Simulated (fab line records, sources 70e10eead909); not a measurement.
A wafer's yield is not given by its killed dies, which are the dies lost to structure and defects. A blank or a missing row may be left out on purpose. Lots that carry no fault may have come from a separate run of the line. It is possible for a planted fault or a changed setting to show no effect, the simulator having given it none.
Matching of chambers / flow nandHarc / 3 sister chambers for NHARC_A_STAIRCASE_DEP_151 on pecvd-01
The step deposits SiO2, target thk 7200 nm. 6 wafers are shown with their chamber, then 10 later ones without.

== WAFERS, EACH WITH ITS CHAMBER ==
wafer=L076.2; chamber=0; heaterPowerW (W)=690
wafer=L081.5; chamber=1; heaterPowerW (W)=718
wafer=L085.2; chamber=0; heaterPowerW (W)=673
wafer=L085.5; chamber=1; heaterPowerW (W)=733
wafer=L086.2; chamber=2; heaterPowerW (W)=858
wafer=L086.4; chamber=2; heaterPowerW (W)=725

== WAFERS WITHOUT THEIR CHAMBER ==
wafer=L086.5; heaterPowerW (W)=533
wafer=L089.1; heaterPowerW (W)=801
wafer=L089.3; heaterPowerW (W)=680
wafer=L089.4; heaterPowerW (W)=529
wafer=L096.1; heaterPowerW (W)=848
wafer=L096.5; heaterPowerW (W)=532
wafer=L096.6; heaterPowerW (W)=759
wafer=L097.1; heaterPowerW (W)=771
wafer=L097.2; heaterPowerW (W)=673
wafer=L097.6; heaterPowerW (W)=733

== WHICH CHAMBER EACH ONE RAN IN ==
wafer=L086.5; from the rows above=can't be placed: 0 or 1 or 2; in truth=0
wafer=L089.1; from the rows above=can't be placed: 2 or 1 or 0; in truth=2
wafer=L089.3; from the rows above=can't be placed: 0 or 1 or 2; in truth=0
wafer=L089.4; from the rows above=can't be placed: 0 or 1 or 2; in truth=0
wafer=L096.1; from the rows above=can't be placed: 2 or 1 or 0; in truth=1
wafer=L096.5; from the rows above=can't be placed: 0 or 1 or 2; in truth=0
wafer=L096.6; from the rows above=can't be placed: 2 or 1 or 0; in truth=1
wafer=L097.1; from the rows above=can't be placed: 2 or 1 or 0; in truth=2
wafer=L097.2; from the rows above=can't be placed: 0 or 1 or 2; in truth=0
wafer=L097.6; from the rows above=can't be placed: 1 or 0 or 2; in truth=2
Correct placement for 0 of the 10. Unplaceable from these rows: 10, with the true chamber sitting among the candidates in 10. Wrongly placed: 0.
How it was worked out, from the rows above alone: a wafer's distance from a chamber is the root of the sum, over the readings, of the square of ((its reading less the chamber's mean) divided by the reading's scatter). If the next closest chamber is less than 2 further off than the closest, the wafer can't be placed; otherwise it belongs to the closest. Each chamber's mean is taken over the wafers shown for it. How the scatter is found: for the shown wafers, subtract from each reading the mean of its chamber, square and add these, divide the total by (wafers less chambers), then take the root.
